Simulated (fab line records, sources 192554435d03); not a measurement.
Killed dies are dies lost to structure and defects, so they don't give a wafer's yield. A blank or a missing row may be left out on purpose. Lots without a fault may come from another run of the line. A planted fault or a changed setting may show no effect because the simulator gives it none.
Split-lot experiment | flow n5_finfet | 7 lots, 21 wafers read, on a route of 1938 steps

THE SPLIT
At N5_DUMMY_GATE_PECVD_30 (deposits SiO2 from TEOS/O2, target thk 55 nm, time 10.8 s), the setting time_s was moved away from the recipe's 10.8 s on 7 of the 21 wafers read, by -4.2% to +12.2%. The other wafers ran this setting at the recipe's value.

FROM THE SPLIT TO THE READING: what the file shows between them, 5 steps
- N5_DUMMY_GATE_COAT_28: time 60 s, resist thk 10 nm (also split here: spin_rpm)
- N5_DUMMY_GATE_COAT_09: resist thk 30 nm
- N5_DUMMY_GATE_EBR_11
- N5_DUMMY_GATE_ETCH_31: etches SiO2 in C4F6/O2, target depth 82.5 nm, time 27.5 s
- N5_DUMMY_GATE_STRIP_41: strips in O2

THE READING
SiO2_of_DUMMY_GATE_PECVD_30.thk_nm (the simulator's own value, which no gauge read), in nm, at N5_DUMMY_GATE_HM_OPEN_21 (chemistry CH3F/O2, target SiNx, target depth 120 nm, time 171.4 s). The file gives no usual value for it. The 14 wafers here that ran the recipe average 45.3 nm, standard deviation 0.93 nm.

wafer  | tool, chamber at the split | time_s as run, s | against the recipe | SiO2_of_DUMMY_GATE_PECVD_30.thk_nm, nm | against lot-mates on the recipe
L076.4 | pecvd-03, 0                | 10.8             | recipe             | 43.6                                   | -
L076.5 | pecvd-03, 1                | 10.8             | recipe             | 44.6                                   | -
L076.6 | pecvd-03, 2                | 10.8             | recipe             | 44.6                                   | -
L079.2 | pecvd-01, 0                | 10.8             | recipe             | 44.2                                   | -
L079.3 | pecvd-01, 1                | 10.8             | recipe             | 46                                     | -
L079.4 | pecvd-01, 0                | 11.97            | +10.8%             | 50.6                                   | +5.5
L080.1 | pecvd-01, 0                | 10.8             | recipe             | 45                                     | -
L080.3 | pecvd-01, 1                | 10.8             | recipe             | 46                                     | -
L080.6 | pecvd-01, 0                | 11.79            | +9.2%              | 50.6                                   | +5.1
L084.1 | pecvd-03, 1                | 10.8             | recipe             | 44.2                                   | -
L084.2 | pecvd-03, 2                | 10.35            | -4.2%              | 41.8                                   | -2.4
L084.4 | pecvd-03, 1                | 10.35            | -4.2%              | 42.6                                   | -1.6
L087.2 | pecvd-01, 2                | 10.8             | recipe             | 46                                     | -
L087.3 | pecvd-01, 0                | 10.8             | recipe             | 45.4                                   | -
L087.4 | pecvd-01, 2                | 10.8             | recipe             | 46.4                                   | -
L088.3 | pecvd-04, 1                | 12.09            | +11.9%             | 51.6                                   | +5.1
L088.4 | pecvd-04, 1                | 10.8             | recipe             | 46.2                                   | -
L088.5 | pecvd-04, 2                | 10.8             | recipe             | 46.8                                   | -
L092.1 | pecvd-01, 0                | 12.12            | +12.2%             | 50.6                                   | +5.6
L092.2 | pecvd-01, 1                | 10.8             | recipe             | 45                                     | -
L092.3 | pecvd-01, 2                | 12.12            | +12.2%             | 51.4                                   | +6.4

THE FIT
A straight line over all 21 wafers: SiO2_of_DUMMY_GATE_PECVD_30.thk_nm changes by +0.522 nm for each +1% of time_s; r = +0.95; the points scatter about the line by 0.9 nm.
The same after taking each lot's own level away (the mean of its wafers on the recipe; 21 wafers): +0.487 nm for each +1%; r = +0.98; scatter 0.52 nm.
On that fit, the largest move of time_s shifts the reading by 6 nm.
The lots' own levels span 44.20 to 46.50 nm, that is 2.5 times the standard deviation above.
So the lot-to-lot level changes the slope little: the two slopes agree.
Check: with one of the wafers moved furthest among these (+12.2%) left out of the fit, the line predicts +6.07 nm for it against its lot-mates. It came out at +5.6 nm against them.

OTHER SPLITS ON THESE WAFERS
These wafers also went through other splits before the reading. Each is held against what the fit with the lots' levels taken away leaves over:
other split on the same wafers | wafers away from the commonest value | r with SiO2_of_DUMMY_GATE_PECVD_30.thk_nm (lot level and that fit taken away)
N5_WELL_APT_COAT_02 spin_rpm   | 5                                    | +0.32
N5_WELL_APT_PEB_06 peb_time_s  | 4                                    | +0.08
N5_WELL_APT_COAT_19 spin_rpm   | 6                                    | +0.12
N5_WELL_APT_PEB_23 peb_temp_c  | 4                                    | +0.21
N5_FIN_SAQP_PEB_14 peb_time_s  | 9                                    | +0.31
N5_FIN_CUT_CUT_ETCH_15 time_s  | 8                                    | -0.23
N5_DUMMY_GATE_COAT_28 spin_rpm | 4                                    | +0.19

THE WHOLE CHAIN: every reading that the file lists as answering this split, in the file's order
step                     | what it does                                                      | reading                                                                             | change (the file's fit)               | r (the file's)
N5_DUMMY_GATE_PECVD_30   | deposits SiO2 from TEOS/O2, target thk 55 nm, time 10.8 s         | SiO2_of_DUMMY_GATE_PECVD_30.thk_nm (the simulator's own value, which no gauge read) | +0.485 nm for each +1% of the setting | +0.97
N5_DUMMY_GATE_HM_OPEN_21 | chemistry CH3F/O2, target SiNx, target depth 120 nm, time 171.4 s | SiO2_of_DUMMY_GATE_PECVD_30.thk_nm (the simulator's own value, which no gauge read) | +0.487 nm for each +1% of the setting | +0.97

THE FILE'S OWN FIT
SiO2_of_DUMMY_GATE_PECVD_30.thk_nm changes by +0.487 nm for each +1% of time_s, r = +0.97.
